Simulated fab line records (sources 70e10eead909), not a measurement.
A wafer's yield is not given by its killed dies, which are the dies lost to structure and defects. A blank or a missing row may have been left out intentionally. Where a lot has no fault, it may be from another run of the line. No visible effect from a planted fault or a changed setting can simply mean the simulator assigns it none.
Which tool is to blame? | flow nand harc | 14 lots with 42 wafers sampled at 4 steps, on a route of 1159 steps

WHAT EACH GAUGE READ, for each wafer
No reading from a measuring or inspecting step in the record can be judged against a usual standard deviation.

EACH LOT AND THE TOOL THAT RAN IT (in order: tool; ch and the chambers of the sampled wafers; start)
lot  | NHARC_P_GATE_DESCUM_93             | NHARC_P_GATE_DEGAS_109       | NHARC_P_CONTACT_DEP_00          | NHARC_P_CONTACT_ETCH_35
L388 | rie diel-06 ch 0,1,2, day 5 12:02  | pvd sputter-01, day 5 14:00  | pecvd-04 ch 0,1, day 5 15:19    | rie diel-12 ch 0,2,3, day 5 16:51
L390 | rie diel-03 ch 2,3, day 5 18:23    | pvd sputter-01, day 5 20:31  | pecvd-01 ch 0,1, day 5 21:58    | rie diel-12 ch 0,3, day 5 23:32
L389 | rie diel-06 ch 0,3, day 5 19:05    | pvd sputter-01, day 5 21:37  | pecvd-01 ch 0,2, day 5 23:16    | rie diel-12 ch 1,2, day 6 00:52
L391 | rie diel-10 ch 1,2, day 6 00:28    | pvd sputter-03, day 6 02:36  | pecvd-01 ch 0,1, day 6 04:41    | rie diel-02 ch 1,2,3, day 6 06:14
L392 | rie diel-03 ch 0,2, day 6 12:28    | pvd sputter-01, day 6 14:26  | pecvd-02 ch 0,1,2, day 6 15:41  | rie diel-02 ch 0,1,2, day 6 17:17
L393 | rie diel-03 ch 0,1,2, day 6 15:09  | pvd sputter-02, day 6 17:06  | pecvd-01 ch 0,1,2, day 6 18:26  | rie diel-05 ch 0,2, day 6 20:02
L401 | rie diel-06 ch 0,2,3, day 8 14:23  | pvd sputter-03, day 8 16:18  | pecvd-01 ch 0,2, day 8 17:40    | rie diel-12 ch 2,3, day 8 19:12
L402 | rie diel-10 ch 1,2,3, day 8 23:40  | pvd sputter-01, day 9 02:11  | pecvd-01 ch 0,1, day 9 03:46    | rie diel-12 ch 2,3, day 9 05:20
L406 | rie diel-06 ch 0,1,2, day 10 02:25 | pvd sputter-01, day 10 04:22 | pecvd-02 ch 0,1, day 10 05:36   | rie diel-12 ch 1,2, day 10 07:12
L407 | rie diel-06 ch 0,3, day 10 04:29   | pvd sputter-03, day 10 06:25 | pecvd-02 ch 0,2, day 10 07:44   | rie diel-05 ch 0,2,3, day 10 09:18
L408 | rie diel-06 ch 1,2,3, day 10 10:17 | pvd sputter-02, day 10 12:16 | pecvd-04 ch 0,1,2, day 10 13:34 | rie diel-12 ch 0,1,2, day 10 15:07
L409 | rie diel-06 ch 0,1, day 10 15:35   | pvd sputter-03, day 10 17:32 | pecvd-04 ch 0,1,2, day 10 18:58 | rie diel-05 ch 0,3, day 10 20:24
L410 | rie diel-03 ch 1,2, day 10 21:29   | pvd sputter-02, day 10 23:28 | pecvd-02 ch 0,1,2, day 11 00:49 | rie diel-12 ch 1,2,3, day 11 02:19
L411 | rie diel-03 ch 0,1, day 11 11:09   | pvd sputter-03, day 11 13:11 | pecvd-02 ch 0,1,2, day 11 14:50 | rie diel-02 ch 1,2,3, day 11 20:26
- NHARC_P_GATE_DESCUM_93: chemistry O2, time 3 s.
- NHARC_P_GATE_DEGAS_109: time 60 s.
- NHARC_P_CONTACT_DEP_00: deposits SiO2, target thk 500 nm.
- NHARC_P_CONTACT_ETCH_35: etches the open film in CF4, target depth 39 nm, time 65 s.

WHAT THE TOOLS THEMSELVES READ (means of the sampled wafers that have a number; where no wafer has one, the mark that the record gives instead)
NHARC_P_GATE_DESCUM_93.
lot  | tool        | chamber pressure mTorr (mTorr) | drypump motor current A (A) | oes product au (a.u.) | rf vpp V (V) | showerhead plenum p Torr (Torr) | throttle valve pct (%)
L388 | rie diel-06 | 60.03                          | 5.8                         | 1.001                 | 58.5         | 1.92                            | 11.311
L390 | rie diel-03 | 59.98                          | 5.7                         | 0.976                 | 58.7         | 2.02                            | 11.313
L389 | rie diel-06 | 59.96                          | 6.2                         | 1.000                 | 58.2         | 1.97                            | 11.307
L391 | rie diel-10 | 59.99                          | 6.6                         | 0.999                 | 57.8         | 1.91                            | 11.315
L392 | rie diel-03 | 60.00                          | 5.9                         | 0.986                 | 57.9         | 2.00                            | 11.314
L393 | rie diel-03 | 60.03                          | 5.9                         | 0.987                 | 58.5         | 1.92                            | 11.311
L401 | rie diel-06 | 59.98                          | 5.9                         | 1.002                 | 57.9         | 1.93                            | 11.310
L402 | rie diel-10 | 60.05                          | 6.0                         | 1.004                 | 57.8         | 1.89                            | 11.307
L406 | rie diel-06 | 60.03                          | 5.8                         | 0.993                 | 58.4         | 1.91                            | 11.321
L407 | rie diel-06 | 59.95                          | 6.1                         | 1.014                 | 57.6         | 1.96                            | 11.308
L408 | rie diel-06 | 59.97                          | 5.7                         | 1.005                 | 56.8         | 1.91                            | 11.313
L409 | rie diel-06 | 59.97                          | 6.0                         | 0.998                 | 57.5         | 1.94                            | 11.320
L410 | rie diel-03 | 60.03                          | 5.6                         | 0.995                 | 59.0         | 1.97                            | 11.312
L411 | rie diel-03 | 60.00                          | 6.2                         | 1.001                 | 57.6         | 1.86                            | 11.305

NHARC_P_GATE_DEGAS_109.
lot  | tool           | heater power w (W)
L388 | pvd sputter-01 | 452
L390 | pvd sputter-01 | 490
L389 | pvd sputter-01 | 486
L391 | pvd sputter-03 | 442
L392 | pvd sputter-01 | 486
L393 | pvd sputter-02 | 469
L401 | pvd sputter-03 | 410
L402 | pvd sputter-01 | 464
L406 | pvd sputter-01 | 422
L407 | pvd sputter-03 | 435
L408 | pvd sputter-02 | 455
L409 | pvd sputter-03 | 426
L410 | pvd sputter-02 | 480
L411 | pvd sputter-03 | 445

NHARC_P_CONTACT_DEP_00.
lot  | tool     | flow sccm (sccm) | heater power outer w (W) | heater power w (W) | mfc precursor sccm (sccm) | showerhead vpp V (V) | throttle valve pct (%)
L388 | pecvd-04 | 2642             | 253                      | 494                | 161.3                     | 1872                 | 16.0
L390 | pecvd-01 | 2651             | 357                      | 607                | 161.0                     | 1759                 | 15.8
L389 | pecvd-01 | 2653             | 300                      | 503                | 161.0                     | 1877                 | 15.8
L391 | pecvd-01 | 2652             | 363                      | 602                | 161.2                     | 1726                 | 16.0
L392 | pecvd-02 | 2651             | 323                      | 581                | 161.9                     | 1827                 | 15.6
L393 | pecvd-01 | 2645             | 285                      | 508                | 161.5                     | 1803                 | 15.8
L401 | pecvd-01 | 2647             | 359                      | 580                | 61.1                      | 1866                 | 14.8
L402 | pecvd-01 | 2645             | 304                      | 555                | 60.8                      | 1746                 | 14.9
L406 | pecvd-02 | 2654             | 390                      | 644                | 161.2                     | 1832                 | 15.9
L407 | pecvd-02 | 2648             | 249                      | 487                | 161.7                     | 1806                 | 15.1
L408 | pecvd-04 | 2647             | 286                      | 549                | 161.9                     | 1901                 | 15.7
L409 | pecvd-04 | 2649             | 304                      | 573                | 161.5                     | 1891                 | 15.7
L410 | pecvd-02 | 2649             | 338                      | 595                | 161.2                     | 1795                 | 15.5
L411 | pecvd-02 | 2653             | 354                      | 613                | 160.9                     | 1811                 | 15.3

NHARC_P_CONTACT_ETCH_35.
lot  | tool        | cf4 flow sccm (sccm) | chamber pressure mTorr (mTorr) | drypump motor current A (A) | oes product au (a.u.) | rf vpp V (V) | showerhead plenum p Torr (Torr) | throttle valve pct (%)
L388 | rie diel-12 | 150.1                | 49.99                          | 6.1                         | 1.000                 | 152.1        | 1.79                            | 13.275
L390 | rie diel-12 | 150.4                | 49.99                          | 6.1                         | 1.005                 | 151.6        | 1.77                            | 13.279
L389 | rie diel-12 | 149.3                | 50.01                          | 5.8                         | 0.993                 | 151.6        | 1.82                            | 13.277
L391 | rie diel-02 | 150.2                | 50.03                          | 6.1                         | 1.003                 | 151.7        | 1.76                            | 13.285
L392 | rie diel-02 | 149.6                | 50.00                          | 5.8                         | 0.990                 | 152.0        | 1.75                            | 13.287
L393 | rie diel-05 | 150.1                | 50.01                          | 6.1                         | 1.007                 | 150.8        | 1.78                            | 13.278
L401 | rie diel-12 | 149.7                | 50.01                          | 6.1                         | 0.995                 | 151.4        | 1.81                            | 13.278
L402 | rie diel-12 | 149.9                | 50.03                          | 6.1                         | 0.996                 | 151.4        | 1.83                            | 13.287
L406 | rie diel-12 | 149.9                | 50.07                          | 5.8                         | 1.016                 | 151.8        | 1.81                            | 13.296
L407 | rie diel-05 | 149.9                | 49.97                          | 6.1                         | 0.988                 | 151.0        | 1.77                            | 13.275
L408 | rie diel-12 | 150.0                | 49.96                          | 5.9                         | 1.003                 | 150.9        | 1.77                            | 13.283
L409 | rie diel-05 | 149.4                | 50.02                          | 5.8                         | 0.989                 | 151.0        | 1.72                            | 13.286
L410 | rie diel-12 | 150.2                | 49.97                          | 5.8                         | 0.993                 | 152.1        | 1.79                            | 13.274
L411 | rie diel-02 | 150.4                | 49.99                          | 6.0                         | 0.996                 | 150.7        | 1.75                            | 13.279

THE ANSWER, worked out from the rows above alone
Rule: the usual values come from the lots themselves. The widest of any qualifying gaps counts: lots, ordered by their means at a reading, are off when they make up no more than a third of the lots, leave a main group of 4 or more, and stand apart from it by 3 or more times the standard deviation of that group's means. Not used: any main group whose means are identical at the precision the tables above print for the reading. A lot without any number at a reading at which 4 lots or more have one is off too. The other lots that the step has rows for count as sound. Order of review: gauges by route order, followed by the tools' own readings, for which a lot's mean as printed above is used. The first step at which some lot is off is used, and at that step the reading that is off furthest; a lot without a number counts as furthest.
Off, at NHARC_P_CONTACT_DEP_00 on mfc precursor sccm: L401, L402. The main group has a mean of 161.4 sccm with a standard deviation of 0.33.
A tool fits if, at that step or a process step before it, it ran every lot that is off, and no sound lot after the first of them. One fits: pecvd-01 at NHARC_P_CONTACT_DEP_00. Its last sound lot is L393 (day 6 18:26), its first lot that is off L401 (day 8 17:40): a fault that began between those two fits.
The tool's own readings at NHARC_P_CONTACT_DEP_00 bear it out: on the lots that are off they differ by more than 5 times the standard deviation of the sound lots' means. mfc precursor sccm reads 61.0 sccm there against 161.4 sccm on the sound lots.

WHAT THE SIMULATOR PUT IN
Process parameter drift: pecvd-01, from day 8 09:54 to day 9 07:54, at NHARC_P_CONTACT_DEP_00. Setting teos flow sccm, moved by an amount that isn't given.
Lots struck among those shown: L401, L402. The rule given above showed the same thing.
